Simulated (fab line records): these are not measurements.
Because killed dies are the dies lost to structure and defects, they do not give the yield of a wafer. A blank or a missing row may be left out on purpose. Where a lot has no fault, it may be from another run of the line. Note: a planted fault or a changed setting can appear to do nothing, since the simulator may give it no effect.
Check for tools in common    flow nand_harc    36 wafers sampled across 11 lots

== WHAT PROMPTED THE OPENING ==
At NHARC_P_GATE_CD_MEAS_91 the reading cd_nm is flagged on 1 of 11 lots. Fault-free wafers read 2000.4 nm, with a standard deviation of 1.2.
Rule: flag the lot when none of its wafers has a number, or when each of its wafers that has one lies beyond 4 standard deviations from that mean. As for the other lots, they are considered sound.

lot   measured      on         cd_nm (nm), wafer by wafer                 flag
L872  day 5 02:47   cd_sem-03  2000.0 2001.1 2000.4                       
L874  day 5 15:50   cd_sem-03  2001.5 2000.6 2000.6                       
L875  day 5 22:37   cd_sem-03  2000.6 2000.4 2002.2                       
L876  day 6 18:46   cd_sem-02  2000.1 2002.1 2001.0                       
L881  day 7 12:56   cd_sem-03  2002.2 2000.6 1999.0                       
L885  day 8 14:12   cd_sem-03  2000.8 2000.5 2001.7                       
L883  day 8 14:33   cd_sem-02  2068.5 2066.6 2069.1 2068.7 2066.7 2068.9  FLAGGED
L892  day 10 08:43  cd_sem-01  1999.1 2000.3 2001.3                       
L893  day 10 12:39  cd_sem-02  2000.6 2001.3 2000.1                       
L895  day 10 19:41  cd_sem-03  2000.9 2000.9 2000.5                       
L894  day 10 20:18  cd_sem-01  2001.2 1999.9 1999.8                       
The mean of the flagged lots' numbers is 2068.1 nm, +67.7 nm from the usual (+56 standard deviations).

== WHICH TOOL EACH LOT WENT THROUGH ==
2 process steps preceding the reading are held in the record, out of 1159 steps in the route. Every cell lists first the tool, next ch and the chambers used by the sampled wafers, and last the start.
lot   flag     NHARC_P_GATE_HM_OPEN_105                       NHARC_P_GATE_EXPOSE_88
L872           rie_diel-10 ch 1,2, day 5 02:38 or earlier     krf_scanner-02 ch 0, day 5 02:38
L874           rie_diel-04 ch 1,2,3, day 5 15:40 or earlier   krf_scanner-02 ch 0, day 5 15:40
L875           rie_diel-10 ch 1,2,3, day 5 22:28 or earlier   krf_scanner-01 ch 0, day 5 22:28
L876           rie_diel-04 ch 0,2,3, day 6 18:36 or earlier   krf_scanner-02 ch 0, day 6 18:36
L881           rie_diel-04 ch 0,1,3, day 7 12:46 or earlier   krf_scanner-01 ch 0, day 7 12:46
L885           rie_diel-04 ch 0,3, day 8 14:02 or earlier     krf_scanner-04 ch 0, day 8 14:02
L883  FLAGGED  rie_diel-04 ch 0,2, day 8 14:23 or earlier     krf_scanner-02 ch 0, day 8 14:23
L892           rie_diel-04 ch 0,2, day 10 08:34 or earlier    krf_scanner-01 ch 0, day 10 08:34
L893           rie_diel-01 ch 0,2,3, day 10 12:29 or earlier  krf_scanner-02 ch 0, day 10 12:29
L895           rie_diel-04 ch 0,2, day 10 19:32 or earlier    krf_scanner-04 ch 0, day 10 19:32
L894           rie_diel-04 ch 0,3, day 10 20:09 or earlier    krf_scanner-01 ch 0, day 10 20:09
What the steps here do:
- NHARC_P_GATE_HM_OPEN_105: chemistry O2/COS, target depth 360 nm.
- NHARC_P_GATE_EXPOSE_88: exposes mask P HVN, target cd 2000 nm.
- NHARC_P_GATE_CD_MEAS_91: target cd 2000 nm.

== FLAGGED AGAINST TOTAL, ONE TOOL AT A TIME (gauges that did the reading follow at the end) ==
step                      tool            lots run  flagged  share of the flagged lots  sound lots run after its first flagged lot
NHARC_P_GATE_HM_OPEN_105  rie_diel-01     1         0        none                       -
NHARC_P_GATE_HM_OPEN_105  rie_diel-04     8         1        all                        3 (L892,L895,L894)
NHARC_P_GATE_HM_OPEN_105  rie_diel-10     2         0        none                       -
NHARC_P_GATE_EXPOSE_88    krf_scanner-01  4         0        none                       -
NHARC_P_GATE_EXPOSE_88    krf_scanner-02  5         1        all                        1 (L893)
NHARC_P_GATE_EXPOSE_88    krf_scanner-04  2         0        none                       -
NHARC_P_GATE_CD_MEAS_91   cd_sem-01       2         0        none                       -
NHARC_P_GATE_CD_MEAS_91   cd_sem-02       3         1        all                        1 (L893)
NHARC_P_GATE_CD_MEAS_91   cd_sem-03       6         0        none                       -
With no start given for some of its lots, NHARC_P_GATE_HM_OPEN_105 uses the hours and lot order of NHARC_P_GATE_EXPOSE_88.

== WHAT IS ALLOWED BY THE TABLE ==
Every flagged lot was run by 3 rows of the table: rie_diel-04 at NHARC_P_GATE_HM_OPEN_105, krf_scanner-02 at NHARC_P_GATE_EXPOSE_88 and cd_sem-02 at NHARC_P_GATE_CD_MEAS_91.
- rie_diel-04 at NHARC_P_GATE_HM_OPEN_105 ran 8 lots, 1 of them flagged. Lots that were sound ran on it after the first flagged one (L892, L895, L894); a persistent fault on the entire tool would not allow that.
- krf_scanner-02 at NHARC_P_GATE_EXPOSE_88 ran 5 lots, 1 of them flagged. Lots that were sound ran on it after the first flagged one (L893); a persistent fault on the entire tool would not allow that.
- cd_sem-02 at NHARC_P_GATE_CD_MEAS_91 ran 3 lots, 1 of them flagged. Lots that were sound ran on it after the first flagged one (L893); a persistent fault on the entire tool would not allow that.
There is no row in the table that ran each flagged lot and no sound lot after the first.

== WHAT THE SIMULATOR HAD INSERTED ==
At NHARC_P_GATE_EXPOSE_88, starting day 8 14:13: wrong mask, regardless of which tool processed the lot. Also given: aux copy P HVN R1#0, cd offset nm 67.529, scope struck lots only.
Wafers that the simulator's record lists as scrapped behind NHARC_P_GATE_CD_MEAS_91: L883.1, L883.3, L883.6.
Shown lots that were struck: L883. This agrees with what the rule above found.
